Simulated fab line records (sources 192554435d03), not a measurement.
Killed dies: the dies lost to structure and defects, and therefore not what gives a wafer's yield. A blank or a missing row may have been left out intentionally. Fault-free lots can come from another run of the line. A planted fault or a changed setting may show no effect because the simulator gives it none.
Split-lot study | flow n5_finfet | 21 wafers read across 7 lots, on a route 1938 steps long

## THE SPLIT ITSELF
At N5_BEOL_M13_ETCH_59 (etches BARC in N2/H2, target depth 89 nm, overetch 26.7 nm, time 67.9 s), the setting time_s was moved away from the recipe's 67.9 s on 3 of the 21 wafers read, by -19.6% to -6.8%. All remaining wafers had this setting at the recipe value.

The split's own step is where the reading is taken.

## THE READING
coat_of_BEOL_M13_COAT_04.thk_nm (the simulator's own value, which no gauge read), in nm, at N5_BEOL_M13_ETCH_59 (etches BARC in N2/H2, target depth 89 nm, overetch 26.7 nm, time 67.9 s). There is no usual value for it anywhere in the file. Across the 18 wafers here that went through the recipe, the average is 318.0 nm and the standard deviation 1.8 nm.

wafer  | tool, chamber at the split | time_s as run, s | against the recipe | coat_of_BEOL_M13_COAT_04.thk_nm, nm | against lot-mates on the recipe
L076.1 | rie_diel-06, 3             | 67.9             | recipe             | 318.6                               | -
L076.2 | rie_diel-06, 0             | 67.9             | recipe             | 320.6                               | -
L076.5 | rie_diel-06, 3             | 54.57            | -19.6%             | 331.2                               | +11.6
L077.3 | rie_diel-06, 2             | 67.9             | recipe             | 318                                 | -
L077.4 | rie_diel-06, 1             | 67.9             | recipe             | 317.4                               | -
L077.6 | rie_diel-06, 0             | 57.43            | -15.4%             | 329.2                               | +11.5
L082.2 | rie_diel-01, 0             | 67.9             | recipe             | 315.2                               | -
L082.5 | rie_diel-01, 0             | 67.9             | recipe             | 315.2                               | -
L082.4 | rie_diel-01, 3             | 67.9             | recipe             | 320.6                               | -
L085.1 | rie_diel-06, 0             | 67.9             | recipe             | 318.8                               | -
L085.4 | rie_diel-06, 1             | 67.9             | recipe             | 318                                 | -
L085.5 | rie_diel-06, 2             | 67.9             | recipe             | 317.4                               | -
L084.1 | rie_diel-01, 0             | 67.9             | recipe             | 315.4                               | -
L084.3 | rie_diel-01, 3             | 63.28            | -6.8%              | 325.2                               | +8.3
L084.4 | rie_diel-01, 1             | 67.9             | recipe             | 318.4                               | -
L097.1 | rie_diel-03, 0             | 67.9             | recipe             | 319.8                               | -
L097.3 | rie_diel-03, 3             | 67.9             | recipe             | 319                                 | -
L097.4 | rie_diel-03, 1             | 67.9             | recipe             | 321                                 | -
L096.2 | rie_diel-06, 1             | 67.9             | recipe             | 316.6                               | -
L096.5 | rie_diel-06, 1             | 67.9             | recipe             | 315.6                               | -
L096.6 | rie_diel-06, 2             | 67.9             | recipe             | 318.4                               | -

FIT RESULTS
A straight line over all 21 wafers: coat_of_BEOL_M13_COAT_04.thk_nm changes by -0.713 nm for each +1% of time_s; r = -0.91; the points scatter about the line by 1.8 nm.
The same after taking each lot's own level away (the mean of its wafers on the recipe; 21 wafers): -0.681 nm for each +1%; r = -0.92; scatter 1.6 nm.
That fit puts the effect of the largest move of time_s on the reading at 13 nm.
Across the lots, their own levels run from 316.87 to 319.93 nm, a range of 1.7 times the standard deviation given above.
The two slopes are in agreement: the lot-to-lot level therefore moves the slope only a little.
Check: for one of the wafers moved furthest among these (-19.6%), held out of the fit, the line's prediction against its lot-mates is +16.1 nm. It came out at +11.6 nm against them.

## THESE WAFERS: OTHER SPLITS
These wafers also went through other splits before the reading. Each is held against what the fit with the lots' levels taken away leaves over:
other split on the same wafers | wafers away from the commonest value | r with coat_of_BEOL_M13_COAT_04.thk_nm (lot level and that fit taken away)
N5_BEOL_M10_COAT_64 spin_rpm   | 8                                    | -0.17
N5_BEOL_M11_PECVD_70 temp_c    | 10                                   | -0.27
N5_BEOL_M11_COAT_59 spin_rpm   | 7                                    | -0.22
N5_BEOL_M12_EXPOSE_07 dose_mj  | 6                                    | -0.01

## FILE'S OWN FIT
coat_of_BEOL_M13_COAT_04.thk_nm changes by -0.689 nm for each +1% of time_s, r = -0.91.
